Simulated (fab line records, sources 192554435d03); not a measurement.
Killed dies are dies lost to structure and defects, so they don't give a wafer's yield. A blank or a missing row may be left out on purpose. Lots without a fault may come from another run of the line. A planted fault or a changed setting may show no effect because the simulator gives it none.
Which tool did it? | flow n5_finfet | 12 lots, 36 wafers sampled, at 4 steps of a route of 1938

WHAT THE GAUGES READ, wafer by wafer
N5_BEOL_M3_CD_MEAS_18: pitch 36 nm, target cd 18 nm.
lot  | measured     | on        | cd_nm (nm)
L075 | day 7 05:01  | cd_sem-01 | 17.4 18.5 18.3
L076 | day 7 19:38  | cd_sem-03 | 17.3 18.4 17.9
L078 | day 8 10:35  | cd_sem-02 | 18.0 18.7 17.8
L081 | day 8 23:31  | cd_sem-03 | 17.5 18.6 18.5
L082 | day 9 07:46  | cd_sem-02 | 18.7 17.5 19.2
L085 | day 9 21:50  | cd_sem-01 | 18.2 18.0 18.8
L087 | day 10 21:34 | cd_sem-02 | 17.5 18.2 17.6
L089 | day 11 00:58 | cd_sem-01 | 17.7 17.7 17.5
L091 | day 11 11:51 | cd_sem-03 | 18.3 17.7 18.1
L094 | day 12 01:00 | cd_sem-03 | 17.6 18.3 17.8
L095 | day 12 18:30 | cd_sem-02 | 18.1 18.4 18.0
L097 | day 13 06:05 | cd_sem-03 | 18.7 17.7 18.3

WHICH TOOL RAN EACH LOT (tool, then ch and the chambers of the sampled wafers, then the start)
lot  | N5_BEOL_M2_DEGAS_44          | N5_BEOL_M2_PRE_CLEAN_45      | N5_BEOL_M2_ANNEAL_80
L075 | pvd_sputter-02, day 6 22:16  | pvd_sputter-02, day 6 22:19  | pvd_sputter-03, day 6 23:41
L076 | pvd_sputter-01, day 7 11:00  | pvd_sputter-01, day 7 11:02  | pvd_sputter-03, day 7 13:23
L078 | pvd_sputter-02, day 8 05:37  | pvd_sputter-02, day 8 05:39  | pvd_sputter-02, day 8 06:28
L081 | pvd_sputter-01, day 8 18:22  | pvd_sputter-01, day 8 18:25  | pvd_sputter-03, day 8 19:17
L082 | pvd_sputter-02, day 9 01:26  | pvd_sputter-02, day 9 01:29  | pvd_sputter-02, day 9 02:34
L085 | pvd_sputter-02, day 9 16:49  | pvd_sputter-02, day 9 16:52  | pvd_sputter-03, day 9 17:53
L087 | pvd_sputter-03, day 10 14:53 | pvd_sputter-03, day 10 14:55 | pvd_sputter-02, day 10 16:05
L089 | pvd_sputter-02, day 10 18:17 | pvd_sputter-02, day 10 18:20 | pvd_sputter-03, day 10 20:23
L091 | pvd_sputter-02, day 11 06:55 | pvd_sputter-02, day 11 06:58 | pvd_sputter-01, day 11 07:55
L094 | pvd_sputter-02, day 11 20:22 | pvd_sputter-02, day 11 20:24 | pvd_sputter-02, day 11 21:17
L095 | pvd_sputter-01, day 12 10:49 | pvd_sputter-01, day 12 10:51 | pvd_sputter-03, day 12 13:21
L097 | pvd_sputter-03, day 13 01:00 | pvd_sputter-03, day 13 01:03 | pvd_sputter-02, day 13 02:08
- N5_BEOL_M2_DEGAS_44: time 60 s.
- N5_BEOL_M2_PRE_CLEAN_45: time 30 s.
- N5_BEOL_M2_ANNEAL_80: time 240 s.

THE ANSWER, worked out from the rows above alone
Rule: what is usual is taken from the lots themselves. Put in order of their means at a reading, lots are off if they are a third of the lots or fewer, leave a main group of 4 or more, and stand apart from it by a gap of 3 or more times the standard deviation of the main group's means; of several such gaps the widest counts. A main group whose means are all the same, to the digits that the tables above print for the reading, isn't used. A lot without any number at a reading at which 4 lots or more have one is off too. The other lots that the step has rows for count as sound.
No lot is off at any reading shown: from this, nothing can be told.

WHAT THE SIMULATOR HAD PUT IN
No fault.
